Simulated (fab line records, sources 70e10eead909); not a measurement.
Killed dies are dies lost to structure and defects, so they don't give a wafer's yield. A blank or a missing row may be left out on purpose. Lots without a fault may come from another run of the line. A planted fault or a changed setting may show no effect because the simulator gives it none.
Which tool did it? | flow nand_harc | 24 lots, 72 wafers sampled, at 6 steps of a route of 1302

WHAT THE GAUGES READ, wafer by wafer
The record holds no reading of a measuring or inspecting step that can be judged against a usual standard deviation.

WHICH TOOL RAN EACH LOT (tool, then ch and the chambers of the sampled wafers, then the start)
lot  | NHARC_A_M0_ETCH_34                 | NHARC_A_M0_DEGAS_28          | NHARC_A_M0_PRE_CLEAN_29                 | NHARC_A_M0_PVD_21                       | NHARC_A_M1_ANNEAL_31             | NHARC_A_BONDPAD_PRE_CLEAN_26
L074 | rie_diel-05 ch 0,1,3, day 23 13:59 | pvd_sputter-02, day 23 14:50 | pvd_sputter-02, day 23 19:44 or earlier | pvd_sputter-02, day 23 19:44 or earlier | rtp_anneal-02 ch 0, day 23 19:44 | pvd_sputter-03, no start
L077 | rie_diel-05 ch 0,1,3, day 23 15:25 | pvd_sputter-02, day 23 16:17 | pvd_sputter-02, day 23 21:15 or earlier | pvd_sputter-02, day 23 21:15 or earlier | rtp_anneal-02 ch 0, day 23 21:15 | pvd_sputter-02, no start
L075 | rie_diel-06 ch 0,2,3, day 23 17:27 | pvd_sputter-01, day 23 18:17 | pvd_sputter-01, day 23 23:16 or earlier | pvd_sputter-01, day 23 23:16 or earlier | rtp_anneal-01 ch 0, day 23 23:16 | pvd_sputter-02, no start
L076 | rie_diel-06 ch 0,3, day 23 20:56   | pvd_sputter-03, day 23 21:47 | pvd_sputter-03, day 24 02:35 or earlier | pvd_sputter-03, day 24 02:35 or earlier | rtp_anneal-02 ch 0, day 24 02:35 | pvd_sputter-03, no start
L078 | rie_diel-03 ch 0,1,2, day 24 17:10 | pvd_sputter-01, day 24 18:04 | pvd_sputter-01, day 24 23:32 or earlier | pvd_sputter-01, day 24 23:32 or earlier | rtp_anneal-01 ch 0, day 24 23:32 | pvd_sputter-03, no start
L079 | rie_diel-05 ch 0,1, day 24 19:31   | pvd_sputter-03, day 24 20:23 | pvd_sputter-03, day 25 01:14 or earlier | pvd_sputter-03, day 25 01:14 or earlier | rtp_anneal-01 ch 0, day 25 01:14 | pvd_sputter-02, no start
L080 | rie_diel-03 ch 0,1,2, day 25 04:36 | pvd_sputter-03, day 25 05:26 | pvd_sputter-03, day 25 10:11 or earlier | pvd_sputter-03, day 25 10:11 or earlier | rtp_anneal-02 ch 0, day 25 10:11 | pvd_sputter-03, no start
L081 | rie_diel-05 ch 0,1,2, day 25 22:13 | pvd_sputter-02, day 25 23:03 | pvd_sputter-02, day 26 05:38 or earlier | pvd_sputter-02, day 26 05:38 or earlier | rtp_anneal-01 ch 0, day 26 05:38 | pvd_sputter-01, no start
L082 | rie_diel-06 ch 1,2,3, day 26 06:02 | pvd_sputter-01, day 26 06:52 | pvd_sputter-01, day 26 11:43 or earlier | pvd_sputter-01, day 26 11:43 or earlier | rtp_anneal-01 ch 0, day 26 11:43 | pvd_sputter-02, no start
L083 | rie_diel-06 ch 1,2,3, day 26 10:41 | pvd_sputter-02, day 26 11:31 | pvd_sputter-02, day 26 16:32 or earlier | pvd_sputter-02, day 26 16:32 or earlier | rtp_anneal-01 ch 0, day 26 16:32 | pvd_sputter-03, no start
L084 | rie_diel-05 ch 2,3, day 26 13:58   | pvd_sputter-01, day 26 14:47 | pvd_sputter-01, day 26 19:45 or earlier | pvd_sputter-01, day 26 19:45 or earlier | rtp_anneal-01 ch 0, day 26 19:45 | pvd_sputter-01, no start
L086 | rie_diel-05 ch 0,1,3, day 26 17:51 | pvd_sputter-01, day 26 18:40 | pvd_sputter-01, day 26 23:37 or earlier | pvd_sputter-01, day 26 23:37 or earlier | rtp_anneal-01 ch 0, day 26 23:37 | pvd_sputter-03, no start
L085 | rie_diel-06 ch 1,3, day 27 04:07   | pvd_sputter-01, day 27 04:58 | pvd_sputter-01, day 27 09:56 or earlier | pvd_sputter-01, day 27 09:56 or earlier | rtp_anneal-01 ch 0, day 27 09:56 | pvd_sputter-02, no start
L087 | rie_diel-06 ch 2,3, day 28 07:26   | pvd_sputter-01, day 28 08:18 | pvd_sputter-01, day 28 13:11 or earlier | pvd_sputter-01, day 28 13:11 or earlier | rtp_anneal-02 ch 0, day 28 13:11 | pvd_sputter-01, no start
L088 | rie_diel-05 ch 0,1,2, day 28 11:35 | pvd_sputter-01, day 28 12:29 | pvd_sputter-01, day 28 17:27 or earlier | pvd_sputter-01, day 28 17:27 or earlier | rtp_anneal-01 ch 0, day 28 17:27 | pvd_sputter-03, no start
L089 | rie_diel-06 ch 1,2, day 28 12:59   | pvd_sputter-02, day 28 13:54 | pvd_sputter-02, day 28 18:50 or earlier | pvd_sputter-02, day 28 18:50 or earlier | rtp_anneal-02 ch 0, day 28 18:50 | pvd_sputter-03, no start
L090 | rie_diel-03 ch 2,3, day 29 18:29   | pvd_sputter-02, day 29 19:18 | pvd_sputter-02, day 30 00:20 or earlier | pvd_sputter-02, day 30 00:20 or earlier | rtp_anneal-01 ch 0, day 30 00:20 | pvd_sputter-02, no start
L093 | rie_diel-06 ch 2,3, day 30 07:13   | pvd_sputter-01, day 30 08:02 | pvd_sputter-01, day 30 13:19 or earlier | pvd_sputter-01, day 30 13:19 or earlier | rtp_anneal-02 ch 0, day 30 13:19 | pvd_sputter-02, no start
L092 | rie_diel-03 ch 0,3, day 30 08:08   | pvd_sputter-01, day 30 08:59 | pvd_sputter-01, day 30 14:04 or earlier | pvd_sputter-01, day 30 14:04 or earlier | rtp_anneal-02 ch 0, day 30 14:04 | pvd_sputter-02, no start
L091 | rie_diel-05 ch 0,1,2, day 30 11:00 | pvd_sputter-02, day 30 11:50 | pvd_sputter-02, day 30 16:47 or earlier | pvd_sputter-02, day 30 16:47 or earlier | rtp_anneal-02 ch 0, day 30 16:47 | pvd_sputter-01, no start
L094 | rie_diel-06 ch 0,2, day 30 14:44   | pvd_sputter-01, day 30 15:38 | pvd_sputter-01, day 30 20:31 or earlier | pvd_sputter-01, day 30 20:31 or earlier | rtp_anneal-01 ch 0, day 30 20:31 | pvd_sputter-02, no start
L095 | rie_diel-06 ch 1,3, day 31 16:21   | pvd_sputter-02, day 31 17:11 | pvd_sputter-02, day 31 22:07 or earlier | pvd_sputter-02, day 31 22:07 or earlier | rtp_anneal-02 ch 0, day 31 22:07 | pvd_sputter-01, no start
L096 | rie_diel-05 ch 0,2,3, day 32 00:04 | pvd_sputter-03, day 32 00:56 | pvd_sputter-03, day 32 05:47 or earlier | pvd_sputter-03, day 32 05:47 or earlier | rtp_anneal-01 ch 0, day 32 05:47 | pvd_sputter-03, no start
L097 | rie_diel-06 ch 0,1,2, day 32 01:17 | pvd_sputter-03, day 32 02:09 | pvd_sputter-03, day 32 07:13 or earlier | pvd_sputter-03, day 32 07:13 or earlier | rtp_anneal-01 ch 0, day 32 07:13 | pvd_sputter-02, no start
- NHARC_A_M0_ETCH_34: etches the open film in N2/H2, target depth 40 nm, overetch 12 nm, time 43.94 s.
- NHARC_A_M0_DEGAS_28: time 60 s.
- NHARC_A_M0_PRE_CLEAN_29: time 30 s.
- NHARC_A_M0_PVD_21: deposits Cu, target thk 30 nm, time 20.49 s.
- NHARC_A_M1_ANNEAL_31: time 90 s.
- NHARC_A_BONDPAD_PRE_CLEAN_26: time 30 s.

WHAT THE TOOLS THEMSELVES READ (means of the sampled wafers that have a number; where no wafer has one, the mark that the record gives instead)
NHARC_A_M0_ETCH_34. Usual: drypump_motor_current_A 5.6 A, standard deviation 0.51; n2_flow_sccm 150.0 sccm, standard deviation 0.4; oes_product_au 1.001 a.u., standard deviation 0.0061; rf_vpp_V 430.9 V, standard deviation 2.8; showerhead_plenum_p_Torr 2.06 Torr, standard deviation 0.098; throttle_valve_pct 14.170 %, standard deviation 0.0088.
lot  | tool        | drypump_motor_current_A (A) | n2_flow_sccm (sccm) | oes_product_au (a.u.) | rf_vpp_V (V) | showerhead_plenum_p_Torr (Torr) | throttle_valve_pct (%) | flag
L074 | rie_diel-05 | 5.7                         | 150.1               | 0.998                 | 433.0        | 2.11                            | 14.167                 |
L077 | rie_diel-05 | 5.6                         | 150.0               | 0.997                 | 432.2        | 2.11                            | 14.168                 |
L075 | rie_diel-06 | 5.7                         | 150.2               | 0.997                 | 427.9        | 1.97                            | 14.162                 |
L076 | rie_diel-06 | 5.3                         | 150.0               | 1.003                 | 429.9        | 2.03                            | 14.161                 |
L078 | rie_diel-03 | 5.9                         | 150.0               | 1.004                 | 431.3        | 2.06                            | 14.167                 |
L079 | rie_diel-05 | 5.7                         | 150.4               | 0.999                 | 432.1        | 2.10                            | 14.184                 |
L080 | rie_diel-03 | 5.9                         | 150.2               | 1.008                 | 431.4        | 2.06                            | 14.170                 |
L081 | rie_diel-05 | 5.7                         | 150.2               | 0.996                 | 432.6        | 2.12                            | 14.163                 |
L082 | rie_diel-06 | 5.6                         | 149.8               | 1.003                 | 429.7        | 2.00                            | 14.174                 |
L083 | rie_diel-06 | 5.6                         | 150.0               | 1.008                 | 430.0        | 2.00                            | 14.169                 |
L084 | rie_diel-05 | 5.6                         | 150.2               | 1.000                 | 433.4        | 2.18                            | 14.174                 |
L086 | rie_diel-05 | 5.7                         | 150.3               | 0.999                 | 432.2        | 2.11                            | 14.168                 |
L085 | rie_diel-06 | 5.5                         | 150.3               | 1.001                 | 429.4        | 2.01                            | 14.173                 |
L087 | rie_diel-06 | 6.0                         | 150.0               | 0.996                 | 427.5        | 1.93                            | 14.166                 |
L088 | rie_diel-05 | 5.7                         | 150.0               | 1.002                 | 433.3        | 2.12                            | 14.176                 |
L089 | rie_diel-06 | 5.6                         | 149.7               | 1.008                 | 429.4        | 1.99                            | 14.172                 |
L090 | rie_diel-03 | 5.2                         | 150.2               | 1.000                 | 430.8        | 2.03                            | 14.168                 |
L093 | rie_diel-06 | 6.0                         | 149.5               | 1.002                 | 427.0        | 1.92                            | 14.170                 |
L092 | rie_diel-03 | 6.2                         | 150.4               | 0.998                 | 432.0        | 2.08                            | 14.174                 |
L091 | rie_diel-05 | 5.7                         | 149.6               | 0.999                 | 431.5        | 2.12                            | 14.174                 |
L094 | rie_diel-06 | 5.7                         | 149.9               | 1.000                 | 427.3        | 1.96                            | 14.178                 |
L095 | rie_diel-06 | 5.5                         | 149.9               | 0.999                 | 429.0        | 2.01                            | 14.173                 |
L096 | rie_diel-05 | 5.6                         | 149.3               | 0.997                 | 433.7        | 2.17                            | 14.169                 |
L097 | rie_diel-06 | 5.3                         | 150.1               | 1.002                 | 430.7        | 2.04                            | 14.163                 |

NHARC_A_M0_DEGAS_28. Usual: heater_power_w 327 W, standard deviation 36.
lot  | tool           | heater_power_w (W) | flag
L074 | pvd_sputter-02 | 298                |
L077 | pvd_sputter-02 | 314                |
L075 | pvd_sputter-01 | 324                |
L076 | pvd_sputter-03 | 369                |
L078 | pvd_sputter-01 | 349                |
L079 | pvd_sputter-03 | 340                |
L080 | pvd_sputter-03 | 354                |
L081 | pvd_sputter-02 | 295                |
L082 | pvd_sputter-01 | 342                |
L083 | pvd_sputter-02 | 316                |
L084 | pvd_sputter-01 | 339                |
L086 | pvd_sputter-01 | 323                |
L085 | pvd_sputter-01 | 337                |
L087 | pvd_sputter-01 | 347                |
L088 | pvd_sputter-01 | 335                |
L089 | pvd_sputter-02 | 321                |
L090 | pvd_sputter-02 | 339                |
L093 | pvd_sputter-01 | 307                |
L092 | pvd_sputter-01 | 344                |
L091 | pvd_sputter-02 | 279                |
L094 | pvd_sputter-01 | 344                |
L095 | pvd_sputter-02 | 327                |
L096 | pvd_sputter-03 | 336                |
L097 | pvd_sputter-03 | 350                |

NHARC_A_M0_PRE_CLEAN_29. Usual: heater_power_w 400 W, standard deviation 45.
lot  | tool           | heater_power_w (W) | flag
L074 | pvd_sputter-02 | 350                |
L077 | pvd_sputter-02 | 366                |
L075 | pvd_sputter-01 | 421                |
L076 | pvd_sputter-03 | 454                |
L078 | pvd_sputter-01 | 428                |
L079 | pvd_sputter-03 | 431                |
L080 | pvd_sputter-03 | 457                |
L081 | pvd_sputter-02 | 354                |
L082 | pvd_sputter-01 | 430                |
L083 | pvd_sputter-02 | 402                |
L084 | pvd_sputter-01 | 407                |
L086 | pvd_sputter-01 | 385                |
L085 | pvd_sputter-01 | 414                |
L087 | pvd_sputter-01 | 407                |
L088 | pvd_sputter-01 | 395                |
L089 | pvd_sputter-02 | 349                |
L090 | pvd_sputter-02 | 407                |
L093 | pvd_sputter-01 | 426                |
L092 | pvd_sputter-01 | 418                |
L091 | pvd_sputter-02 | 357                |
L094 | pvd_sputter-01 | 431                |
L095 | pvd_sputter-02 | 373                |
L096 | pvd_sputter-03 | 428                |
L097 | pvd_sputter-03 | 421                |

NHARC_A_M0_PVD_21. Usual: chamber_pressure_pa 4.999 Pa, standard deviation 0.01; throttle_valve_pct 30.0 %, standard deviation 1.3.
lot  | tool           | chamber_pressure_pa (Pa) | throttle_valve_pct (%) | flag
L074 | pvd_sputter-02 | 4.998                    | 30.1                   |
L077 | pvd_sputter-02 | 4.994                    | 31.3                   |
L075 | pvd_sputter-01 | 4.995                    | 29.8                   |
L076 | pvd_sputter-03 | 4.991                    | 29.4                   |
L078 | pvd_sputter-01 | 5.005                    | 29.5                   |
L079 | pvd_sputter-03 | 4.999                    | 29.8                   |
L080 | pvd_sputter-03 | 4.999                    | 30.3                   |
L081 | pvd_sputter-02 | 5.015                    | 29.7                   |
L082 | pvd_sputter-01 | 5.004                    | 30.4                   |
L083 | pvd_sputter-02 | 4.996                    | 28.6                   |
L084 | pvd_sputter-01 | 5.003                    | 30.9                   |
L086 | pvd_sputter-01 | 4.992                    | 29.9                   |
L085 | pvd_sputter-01 | 5.006                    | 30.4                   |
L087 | pvd_sputter-01 | 5.002                    | 30.2                   |
L088 | pvd_sputter-01 | 5.007                    | 31.0                   |
L089 | pvd_sputter-02 | 5.000                    | 30.4                   |
L090 | pvd_sputter-02 | 5.006                    | 30.1                   |
L093 | pvd_sputter-01 | 4.997                    | 30.8                   |
L092 | pvd_sputter-01 | 5.003                    | 30.0                   |
L091 | pvd_sputter-02 | 4.997                    | 31.0                   |
L094 | pvd_sputter-01 | 5.003                    | 30.9                   |
L095 | pvd_sputter-02 | 4.989                    | 29.5                   |
L096 | pvd_sputter-03 | 5.006                    | 30.5                   |
L097 | pvd_sputter-03 | 4.987                    | 30.2                   |

NHARC_A_M1_ANNEAL_31. Usual: wafer_temp_C_max 225.58, standard deviation 0.17.
lot  | tool          | wafer_temp_C_max | flag
L074 | rtp_anneal-02 | 225.39           |
L077 | rtp_anneal-02 | 225.51           |
L075 | rtp_anneal-01 | 225.52           |
L076 | rtp_anneal-02 | 225.66           |
L078 | rtp_anneal-01 | 225.46           |
L079 | rtp_anneal-01 | 225.59           |
L080 | rtp_anneal-02 | 225.47           |
L081 | rtp_anneal-01 | 225.61           |
L082 | rtp_anneal-01 | 225.66           |
L083 | rtp_anneal-01 | 225.46           |
L084 | rtp_anneal-01 | 225.62           |
L086 | rtp_anneal-01 | 225.68           |
L085 | rtp_anneal-01 | 225.81           |
L087 | rtp_anneal-02 | 225.55           |
L088 | rtp_anneal-01 | 225.81           |
L089 | rtp_anneal-02 | 225.74           |
L090 | rtp_anneal-01 | 225.56           |
L093 | rtp_anneal-02 | 225.66           |
L092 | rtp_anneal-02 | 225.49           |
L091 | rtp_anneal-02 | 225.51           |
L094 | rtp_anneal-01 | 225.67           |
L095 | rtp_anneal-02 | 225.73           |
L096 | rtp_anneal-01 | 225.41           |
L097 | rtp_anneal-01 | 225.40           |

NHARC_A_BONDPAD_PRE_CLEAN_26. Usual: heater_power_w 400 W, standard deviation 52.
lot  | tool           | heater_power_w (W) | flag
L074 | pvd_sputter-03 | 435                |
L077 | pvd_sputter-02 | 327                |
L075 | pvd_sputter-02 | 334                |
L076 | pvd_sputter-03 | 466                |
L078 | pvd_sputter-03 | 433                |
L079 | pvd_sputter-02 | 352                |
L080 | pvd_sputter-03 | 436                |
L081 | pvd_sputter-01 | 406                |
L082 | pvd_sputter-02 | 353                |
L083 | pvd_sputter-03 | 439                |
L084 | pvd_sputter-01 | 412                |
L086 | pvd_sputter-03 | 426                |
L085 | pvd_sputter-02 | 366                |
L087 | pvd_sputter-01 | 430                |
L088 | pvd_sputter-03 | 466                |
L089 | pvd_sputter-03 | 476                |
L090 | pvd_sputter-02 | 387                |
L093 | pvd_sputter-02 | 351                |
L092 | pvd_sputter-02 | 392                |
L091 | pvd_sputter-01 | 437                |
L094 | pvd_sputter-02 | 370                |
L095 | pvd_sputter-01 | 398                |
L096 | pvd_sputter-03 | 428                |
L097 | pvd_sputter-02 | 371                |

THE ANSWER, worked out from the rows above alone
Rule: a lot is off if the mean of its wafers that have a number lies more than 3 standard deviations from the usual mean. A lot without any number at a reading at which 4 lots or more have one is off too. The other lots that the step has rows for count as sound. The gauges are gone through in route order, then the tools' own readings, and for those a lot's mean is taken as printed above. The first step at which some lot is off is used, and at that step the reading that is off furthest; a lot without a number counts as furthest.
No lot is off at any reading shown: from this, nothing can be told.

WHAT THE SIMULATOR HAD PUT IN
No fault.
